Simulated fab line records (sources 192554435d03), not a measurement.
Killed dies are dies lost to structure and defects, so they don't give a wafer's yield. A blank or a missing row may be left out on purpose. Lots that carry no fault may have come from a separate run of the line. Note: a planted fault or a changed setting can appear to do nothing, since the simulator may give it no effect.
Split-lot experiment    flow n5 finfet    21 wafers read from 7 lots, route of 1938 steps

## SPLIT DETAILS
At N5_DUMMY_GATE_ETCH_31 (etches SiO2 in C4F6/O2, target depth 82.5 nm, time 27.5 s), the setting target depth a was moved away from the recipe's 825 angstrom on 11 of the 21 wafers read, by -4.1% to +6.1%. For the rest of the wafers, this setting stayed at what the recipe calls for.

The split's own step is where the reading is taken.

## THE READING
etch.depth nm (the simulator's own value, which no gauge read), in nm, at N5_DUMMY_GATE_ETCH_31 (etches SiO2 in C4F6/O2, target depth 82.5 nm, time 27.5 s). There is no usual value for it anywhere in the file. Across the 10 wafers here that went through the recipe, the average is 82.83 nm and the standard deviation 0.95 nm.

wafer   tool, chamber at the split  target depth a as run, angstrom  against the recipe  etch.depth nm, nm  against lot-mates on the recipe
L074.2  rie diel-03, 2              825                              recipe              82.59              -
L074.3  rie diel-03, 1              825                              recipe              84.55              -
L074.5  rie diel-03, 1              825                              recipe              84.62              -
L081.3  rie diel-06, 0              825                              recipe              81.79              -
L081.4  rie diel-06, 2              825                              recipe              81.98              -
L081.5  rie diel-06, 2              825                              recipe              81.99              -
L084.1  rie diel-01, 3              860.4                            +4.3%               85.31              +2.62
L084.4  rie diel-01, 1              860.4                            +4.3%               86.03              +3.34
L084.6  rie diel-01, 0              825                              recipe              82.69              -
L088.2  rie diel-06, 3              791.1                            -4.1%               78.92              -3.68
L088.5  rie diel-06, 1              791.1                            -4.1%               78.29              -4.31
L088.6  rie diel-06, 2              825                              recipe              82.6               -
L089.2  rie diel-03, 3              872.2                            +5.7%               87.34              +4.22
L089.5  rie diel-03, 2              872.2                            +5.7%               86.03              +2.91
L089.6  rie diel-03, 1              825                              recipe              83.12              -
L092.1  rie diel-03, 1              856.6                            +3.8%               87.11              +4.74
L092.3  rie diel-03, 2              825                              recipe              82.37              -
L092.4  rie diel-03, 3              856.6                            +3.8%               87.37              +5.00
L093.1  rie diel-01, 3              875.5                            +6.1%               89.55              no lot-mate on the recipe
L093.5  rie diel-01, 3              875.5                            +6.1%               88.4               no lot-mate on the recipe
L093.6  rie diel-01, 2              875.5                            +6.1%               88.84              no lot-mate on the recipe

FIT RESULTS
A straight line over all 21 wafers: etch.depth nm changes by +0.912 nm for each +1% of target depth a; r = +0.95; the points scatter about the line by 1 nm.
The same after taking each lot's own level away (the mean of its wafers on the recipe; 18 wafers): +0.834 nm for each +1%; r = +0.94; scatter 0.93 nm.
On that fit, the largest move of target depth a shifts the reading by 5.1 nm.
The span of the lots' own levels, 81.920 to 83.920 nm, comes to 2.1 times the standard deviation stated above.
The two slopes are in agreement: the lot-to-lot level therefore moves the slope only a little.
Check: +4.82 nm against its lot-mates is what the line predicts for one of the wafers moved furthest among these (+5.7%) when that wafer is left out of the fit. Against them it came out at +4.22 nm.

## THE FILE'S OWN FIT
etch.depth nm changes by +0.825 nm for each +1% of target depth a, r = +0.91.
